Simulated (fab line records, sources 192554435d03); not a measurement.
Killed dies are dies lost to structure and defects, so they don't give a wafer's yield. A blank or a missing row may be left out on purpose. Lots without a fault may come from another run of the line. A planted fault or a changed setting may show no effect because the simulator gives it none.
fab line records | flow n5_finfet
record lots=7 wafers=39
route steps=1938 shown FIN_SAQP@138 DUMMY_GATE@246 SD_EPI_P@314
start_h: hours from the record's first day to the start of the lot's first wafer shown | wait_h: hours since the lot's step before | " the same as in the row above | L1.1+2: a row that stands for several wafers | - no value, or no start given | * or withheld: withheld | < > ~ a bound
route shown NAME@n: a module of which the file shows steps, and the number in the route of the first | usual: mean/standard deviation of fault-free wafers | same: alike in all rows | chamber/n: place in a boat | sites: the reading at each site | _std_site: their standard deviation | _edge_site: outer sites' mean less inner sites' | radius_mm: how far each site lies from the wafer's centre | mask NAME#n: copy n | behind: the tool/chamber that last shaped the wafer | hold: why the lot was held/for how many hours/how that ended | device: the transistor (n, p or np) that didn't switch | end of line: the same wafers' tests at the end of the route | a step without rows: its recipe alone | killed: dies lost to structure and defects at the first sort, not the wafer's yield | map: a wafer's dies, x killed, . not, _ none there
set.NAME: the setting as run; set.NAME@STEP: as run at that earlier step | model.NAME: the simulator's own value behind a step, which no gauge read
lots whose settings were changed on purpose; a table a step, a row a wafer
## steps
# step N5_FIN_SAQP_SPACER2_ALD_28
# recipe material=SiO2 target_thk_a=81 temp_c=300 ald_precursor_family=BDEAS ald_co_reactant=O2-plasma pulse_time_s=1 purge_time_s=2 co_reactant_purge_time_s=2 pressure_torr=2
# columns lot.wafer tool chamber start_h wait_h set.target_thk_a model.SiO2_of_FIN_SAQP_SPACER2_ALD_28.thk_nm
L075.2+3+6 ald_sin-04 3,2,2 32.15 0.1 81 8
L077.1+5+6 ald_sin-01 3,2,1 43.65 0.1 76.04 7.6
L077.2+3+4 " 1,2,0 " " 81 8.2
L080.1+2+3+4+5+6 ald_sin-04 1,2,0,3,1,2 61.07 0.1 81 8.2
L086.1+4 ald_sin-04 1,3 97.27 0.1 87.13 8.6
L086.2+5 " 0,3 " " 81 8
L086.3 " 2 " " 81 8.2
L086.6 " 0 " " 87.13 8.8
L087.1+2+5+6 ald_sin-04 1,0,3,0 102.93 0.1 81 8.2
L087.3+4 " 2,3 " " 81 8
L090.1+2+4 ald_sin-04 1,0,3 122.27 0.1 70.99 7
L090.3 " 2 " " 81 8.2
L090.5+6 " 2,1 " " 81 8
L097.1+3+4+5 ald_sin-03 2,3,0,2 165.88 0.1 81 8.2
L097.2+6 " 1 " " 81 8
# step N5_FIN_SAQP_SPACER2_ETCHBACK_29
# recipe chemistry=CHF3/O2 mode=anisotropic_etchback target=SiO2 target_depth_a=122 time_s=6.1 pressure_mtorr=30 source_w=650 bias_w=170 Ar_flow_sccm=200 CHF3_flow_sccm=50 O2_flow_sccm=5 ion_energy_ev=200
# step N5_FIN_SAQP_MANDREL2_REMOVE_60
# recipe chemistry=HBr/Cl2/O2 bt_time_s=10 target=a-Si stop_on=SiNx endpoint=OES-SiCl over_etch_frac=1 icp_w=600 bias_w=22 HBr_flow_sccm=150 Cl2_flow_sccm=80 O2_flow_sccm=5 pressure_mtorr=10
# columns lot.wafer tool chamber start_h wait_h set.target_thk_a@FIN_SAQP_SPACER2_ALD_28 model.FIN_SAQP.cd_nm
L075.2+3+6 rie_si-01 3,2,2 32.77 0.1 81 8
L077.1+5 rie_si-05 3,1 44.06 0.1 76.04 7.6
L077.2 " 2 " " 81 8.4
L077.3 " 0 " " 81 8.2
L077.4 " 1 " " 81 8
L077.6 " 2 " " 76.04 7.8
L080.1+3+4+5 rie_si-01 0,3,1,3 61.49 0.1 81 8.2
L080.2+6 " 2 " " 81 8
L086.1+4 rie_si-01 3,0 97.71 0.1 87.13 8.8
L086.2 " 2 " " 81 8
L086.3+5 " 1 " " 81 8.2
L086.6 " 0 " " 87.13 9
L087.1+2+4+6 rie_si-01 1,2,3,1 103.36 0.1 81 8
L087.3 " 0 " " 81 8.2
L087.5 " 2 " " 81 7.8
L090.1+2 rie_si-01 3,0 122.68 0.1 70.99 7.2
L090.3+6 " 2,1 " " 81 8
L090.4 " 1 " " 70.99 7
L090.5 " 0 " " 81 8.2
L097.1+2+5 rie_si-05 1,0,1 166.42 0.1 81 8
L097.3+4+6 " 2,3,0 " " 81 8.2
# step N5_FIN_SAQP_HM_OPEN_33
# recipe chemistry=CH3F/O2 target=SiNx mask_material=SiO2 target_depth_a=494 time_s=70.6 pressure_mtorr=30 source_w=395 bias_w=73 Ar_flow_sccm=150 CH3F_flow_sccm=30 O2_flow_sccm=20 ion_energy_ev=120 ends=cleared
# columns lot.wafer tool chamber start_h wait_h set.target_thk_a@FIN_SAQP_SPACER2_ALD_28 model.FIN_SAQP.cd_nm
L075.2 rie_diel-04 1 32.95 0.1 81 8
L075.3+6 " 2 " " 81 7.8
L077.1+5 rie_diel-06 0,3 44.37 0.2 76.04 7.6
L077.2 " 1 " " 81 8.4
L077.3+4 " 2,3 " " 81 8.2
L077.6 " 2 " " 76.04 8
L080.1+4+5 rie_diel-04 2,1,3 61.65 0.0 81 8.2
L080.2+6 " 3,2 " " 81 8
L080.3 " 0 " " 81 8.4
L086.1+6 rie_diel-06 1,3 97.86 0.0 87.13 9
L086.2 " 2 " " 81 8
L086.3+5 " 3,0 " " 81 8.2
L086.4 " 0 " " 87.13 8.8
L087.1+3 rie_diel-05 3,0 103.51 0.0 81 8.2
L087.2 " 1 " " 81 7.8
L087.4+5+6 " 1,3,0 " " 81 8
L090.1 rie_diel-06 2 122.84 0.0 70.99 7.4
L090.2 " 3 " " 70.99 7.2
L090.3+6 " 0,3 " " 81 8
L090.4 " 1 " " 70.99 7
L090.5 " 2 " " 81 8.4
L097.1+4+5+6 rie_diel-05 3,0,2,3 166.66 0.1 81 8.2
L097.2 " 1 " " 81 8
L097.3 " 2 " " 81 8.4
# step N5_DUMMY_GATE_ETCH_32
# recipe chemistry=CF4 target=SiO2 target_depth_a=35 time_s=3.9 ion_energy_ev=350 pressure_mtorr=10 icp_w=800 bias_w=400 cf4_flow_sccm=80
# columns lot.wafer tool chamber start_h wait_h set.time_s model.etch.depth_nm
L075.2 rie_si-02 2 54.12 0.1 3.9 3.444
L075.3 " 0 " " 3.9 3.373
L075.6 " 3 " " 3.9 3.463
L077.1 rie_si-03 1 67.14 0.1 3.9 3.573
L077.2 " 3 " " 3.9 3.445
L077.3 " 2 " " 3.9 3.455
L077.4 " 0 " " 3.9 3.447
L077.5 " 2 " " 3.9 3.458
L077.6 " 1 " " 3.9 3.557
L080.1 rie_si-03 2 82.17 0.1 3.9 3.479
L080.2 " 1 " " 3.9 3.583
L080.3 " 0 " " 3.9 3.469
L080.4 " 3 " " 3.9 3.449
L080.5 " 3 " " 3.9 3.445
L080.6 " 2 " " 3.9 3.454
L086.1 rie_si-06 3 121.33 0.1 3.276 2.923
L086.2 " 0 " " 3.9 3.364
L086.3 " 2 " " 3.9 3.563
L086.4 " 1 " " 3.9 3.578
L086.5 " 1 " " 3.276 2.971
L086.6 " 2 " " 3.276 2.974
L087.1 rie_si-06 1 124.08 0.1 3.9 3.545
L087.2 " 2 " " 3.9 3.594
L087.3 " 0 " " 3.9 3.425
L087.4 " 3 " " 3.9 3.494
L087.5 " 0 " " 3.9 3.418
L087.6 " 3 " " 3.9 3.484
L090.1 rie_si-06 3 144.34 0.1 3.653 3.266
L090.2 " 1 " " 3.9 3.583
L090.3 " 0 " " 3.9 3.414
L090.4 " 2 " " 3.653 3.342
L090.5 " 1 " " 3.653 3.376
L090.6 " 0 " " 3.9 3.426
L097.1 rie_si-03 3 194.13 0.1 3.9 3.442
L097.2 " 1 " " 3.226 2.977
L097.3 " 2 " " 3.9 3.524
L097.4 " 1 " " 3.226 3.006
L097.5 " 3 " " 3.9 3.472
L097.6 " 2 " " 3.226 2.894
# step N5_SD_EPI_P_SD_RECESS_17
# recipe chemistry=HBr/Cl2/O2 target_depth_a=391 bt_time_s=3 pressure_mtorr=10 icp_w=800 bias_w=112 HBr_flow_sccm=150 Cl2_flow_sccm=80 O2_flow_sccm=12
# columns lot.wafer tool chamber start_h wait_h set.target_depth_a model.SD_EPI_P.feature_depth_nm model.etch.depth_nm
L075.2 rie_si-06 0 61.11 0.0 391 38.6 38.68
L075.3 " 1 " " 391 39.6 39.54
L075.6 " 2 " " 391 39 39.05
L077.1 rie_si-06 3 73.83 0.0 373.9 37.6 37.58
L077.2 " 0 " " 391 38 38.09
L077.3 " 2 " " 391 39 38.94
L077.4 " 1 " " 373.9 37.4 37.46
L077.5 " 2 " " 373.9 37.4 37.37
L077.6 " 1 " " 391 39.2 39.25
L080.1 rie_si-02 2 90.27 0.0 421.6 42.2 42.15
L080.2 " 0 " " 391 38.6 38.65
L080.3 " 3 " " 391 38.8 38.75
L080.4 " 1 " " 391 38.8 38.77
L080.5 " 0 " " 421.6 41.6 41.62
L080.6 " 3 " " 421.6 41.6 41.68
L086.1 rie_si-06 0 129.74 0.0 391 38.4 38.37
L086.2 " 3 " " 391 39.2 39.14
L086.3 " 2 " " 353.8 35.4 35.5
L086.4 " 1 " " 353.8 36.2 36.16
L086.5 " 1 " " 353.8 35.8 35.85
L086.6 " 2 " " 391 39.4 39.32
L087.1 rie_si-06 3 130.67 0.0 391 39.4 39.41
L087.2 " 1 " " 391 39.6 39.55
L087.3 " 0 " " 417.8 41 41.08
L087.4 " 2 " " 417.8 42.2 42.13
L087.5 " 1 " " 417.8 42.4 42.36
L087.6 " 0 " " 391 38.4 38.43
L090.1 rie_si-02 1 152.65 0.0 424.1 42.4 42.4
L090.2 " 0 " " 391 38.8 38.89
L090.3 " 3 " " 391 39 38.96
L090.4 " 2 " " 424.1 42.6 42.56
L090.5 " 3 " " 391 39 39.09
L090.6 " 2 " " 424.1 42.2 42.11
L097.1 rie_si-06 1 204.46 0.0 373 37.8 37.75
L097.2 " 0 " " 391 37.6 37.57
L097.3 " 3 " " 391 38.4 38.35
L097.4 " 2 " " 391 38.6 38.51
L097.5 " 0 " " 373 36 36.01
L097.6 " 3 " " 373 37 37.02
## key
split step=N5_FIN_SAQP_SPACER2_ALD_28 setting=target_thk_a stated=81 by=wafer
response step=N5_FIN_SAQP_SPACER2_ALD_28 reading=model.SiO2_of_FIN_SAQP_SPACER2_ALD_28.thk_nm change=+0.0865 per=1% r=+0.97
response step=N5_FIN_SAQP_MANDREL2_REMOVE_60 reading=model.FIN_SAQP.cd_nm change=+0.0822 per=1% r=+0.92
response step=N5_FIN_SAQP_HM_OPEN_33 reading=model.FIN_SAQP.cd_nm change=+0.0843 per=1% r=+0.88
split step=N5_DUMMY_GATE_ETCH_32 setting=time_s stated=3.9 by=wafer
response step=N5_DUMMY_GATE_ETCH_32 reading=model.etch.depth_nm change=+0.0314 per=1% r=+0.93
split step=N5_SD_EPI_P_SD_RECESS_17 setting=target_depth_a stated=391 by=wafer
response step=N5_SD_EPI_P_SD_RECESS_17 reading=model.SD_EPI_P.feature_depth_nm change=+0.367 per=1% r=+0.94
response step=N5_SD_EPI_P_SD_RECESS_17 reading=model.etch.depth_nm change=+0.361 per=1% r=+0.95
